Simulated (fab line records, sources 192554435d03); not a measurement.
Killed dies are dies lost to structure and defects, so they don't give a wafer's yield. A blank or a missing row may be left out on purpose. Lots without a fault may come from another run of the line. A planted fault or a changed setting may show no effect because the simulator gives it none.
A struck lot beside a sound one | flow n5_finfet | 36 steps out of a route of 1938
Sound: wafers L784.1, L784.2, L784.3. Struck: wafers L791.3, L791.5, L791.6. The cause comes at the end.
At each step with rows: each side's tool, then ch and its chambers, then its first start. Under that, the readings that differ: sound wafers | struck wafers | difference of the means | sigmas: that difference in standard deviations of wafers without a fault.
alike: readings whose means differ by less than 2 such deviations, and words and numbers that are the same on both sides. not compared: withheld readings, readings that some wafer has no value for, bounds like >300 that may hide the same value, and numbers for which the record gives no deviation and whose values overlap.
The two part at a step that has a row with sigmas, a row that says differs or no value, or rows on one side only. Numbers that don't overlap but have no deviation are shown without sigmas and don't part them. A reading that every wafer of one side lacks parts them only if that side has two wafers or more.

first, 12 steps without rows for these wafers: N5_SD_EPI_P_STRIP_38 (strips in N2/H2); N5_SD_EPI_P_ETCHBACK_46 (etches SiNx in CH3F/O2, stops on SiO2, target depth 17.5 nm); N5_SD_EPI_P_ETCH_47 (etches SiOCN in CH3F/O2, target depth 25 nm); N5_SD_EPI_P_ETCH_16 (etches SiO2 in CHF3/O2, target depth 5 nm); N5_SD_EPI_P_STRIP_50 (strips in CHF3/O2); N5_SD_EPI_P_SD_RECESS_17 (chemistry HBr/Cl2/O2, target depth 39.1 nm, bt time 3 s); N5_SD_EPI_P_WET_ETCH_45 (etches SiO2 in dHF, time 10.7 s, target depth 2 nm, rinse time 30 s); N5_SD_EPI_P_STRIP_40 (strips in N2/H2); N5_SD_EPI_P_PRECLEAN_52 (cleans in O3/DIW, time 60 s); N5_SD_EPI_P_SRD_20 (time 30 s); N5_SD_EPI_P_PRECLEAN_51 (cleans in NF3:NH3, afs cycles 1, time 20 s, sublimation time 60 s); N5_SD_EPI_P_VAPOR_ETCH_44 (etches SiGe30 in NF3/Ar, time 3.3 s).
N5_SD_EPI_P_EPI_21: deposits SiGe:B, time 355 s.
  sound on epi_rpcvd-02 ch 0, day 6 06:04; struck on epi_rpcvd-02 ch 0, day 8 01:51
then, 8 steps without rows for these wafers: N5_SD_EPI_P_HM_STRIP_48 (strips SiNx in H3PO4, material SiNx, target depth 3 nm); N5_SD_EPI_P_SRD_49 (time 30 s); N5_SD_EPI_P_PRECLEAN_24 (cleans in O3/DIW, time 45 s); N5_SD_EPI_P_PRECLEAN_32 (cleans in dHF, time 10 s); N5_SD_EPI_P_PRECLEAN_33 (cleans in SC2, time 45 s); N5_SD_EPI_P_SRD_25 (time 30 s); N5_SD_ACTIVATION_RTA_00 (time 0 s); N5_SD_ACTIVATION_LSA_01 (time 0.0008 s).
N5_SD_ACTIVATION_RS_MEAS_03: measures by four-point-probe.
  sound on film_metro-02, day 6 08:52; struck on film_metro-01, day 8 03:58
  reading          | sound          | struck         | difference | sigmas
  RS_SD_P (ohm/sq) | 55.2 55.6 55.5 | 50.7 50.2 50.5 | -5.0       | -5
  alike: RS_SD_N
then, 12 steps without rows for these wafers: N5_ILD0_LINER_00 (material SiNx, target thk 4 nm, pulse time 1 s, purge time 2 s); N5_ILD0_FCVD_FILL_01 (material SiO2 flowable, target thk 200 nm, time 328.3 s); N5_ILD0_CURE_02 (time 1800 s); N5_ILD0_CMP_03 (polishes, stops on SiNx, t overpolish 1.9 s, target thk 197.38 nm); N5_ILD0_CMP_07 (polishes SiO2 flowable, stops on poly-Si, t overpolish 1.18 s, target thk 138.88 nm); N5_ILD0_PRECLEAN_10 (cleans in NF3:NH3, afs cycles 5, time 20 s, sublimation time 60 s); N5_ILD0_ALD_15 (deposits SiNx, target thk 24 nm, pulse time 1 s, ald cycles 480); N5_ILD0_CMP_12 (polishes SiNx, stops on poly-Si, t overpolish 6 s, target thk 17.67 nm); N5_SDB_HM_DEP_00 (deposits SiNx from SiH4/NH3/N2, target thk 40 nm, time 35.3 s); N5_SDB_COAT_03 (time 60 s, resist thk 100 nm); N5_SDB_COAT_04 (time 60 s, resist thk 18 nm); N5_SDB_COAT_05 (resist thk 90 nm).
-- the record jumps here: 5 days lie between the struck wafers' starts before and after (it left off in module SDB and takes up again in module BEOL_M4, whose first step shown is number 1111 of the route) --
N5_BEOL_M4_RC_MEAS_101:
  sound on prober-02 ch 0, day 11 11:55; struck on prober-01 ch 0, day 13 00:42
  reading             | sound          | struck         | difference | sigmas
  RC_DENSE_P (ohm.um) | 23.2 23.5 23.5 | 22.8 22.4 22.2 | -0.9       | -2
  RC_P (ohm.um)       | 18.9 19.2 19.1 | 18.5 18.1 18.0 | -0.9       | -3
  REXT_P (ohm.um)     | 97.5 98.8 96.9 | 91.4 92.7 91.5 | -5.9       | -3
  RS_SD_P (ohm/sq)    | 64.4 65.2 65.5 | 59.7 59.7 59.5 | -5.4       | -5
  alike: DIBL_N, DIBL_P, IOFF_N, IOFF_P, ION_N, ION_P, SS_N, SS_P, VT_N, VT_P
-- the record jumps here: 5 days lie between the struck wafers' starts before and after (it left off in module BEOL_M4 and takes up again in module PASSIVATION, whose first step shown is number 1936 of the route) --
N5_PASSIVATION_PROBE_49:
  the record has rows for the struck wafers here (prober-02, day 17 21:20) and none for the sound ones

WHERE THEY PART
First at N5_SD_ACTIVATION_RS_MEAS_03; last, within this record, at N5_PASSIVATION_PROBE_49.

WHY: what the simulator had put in
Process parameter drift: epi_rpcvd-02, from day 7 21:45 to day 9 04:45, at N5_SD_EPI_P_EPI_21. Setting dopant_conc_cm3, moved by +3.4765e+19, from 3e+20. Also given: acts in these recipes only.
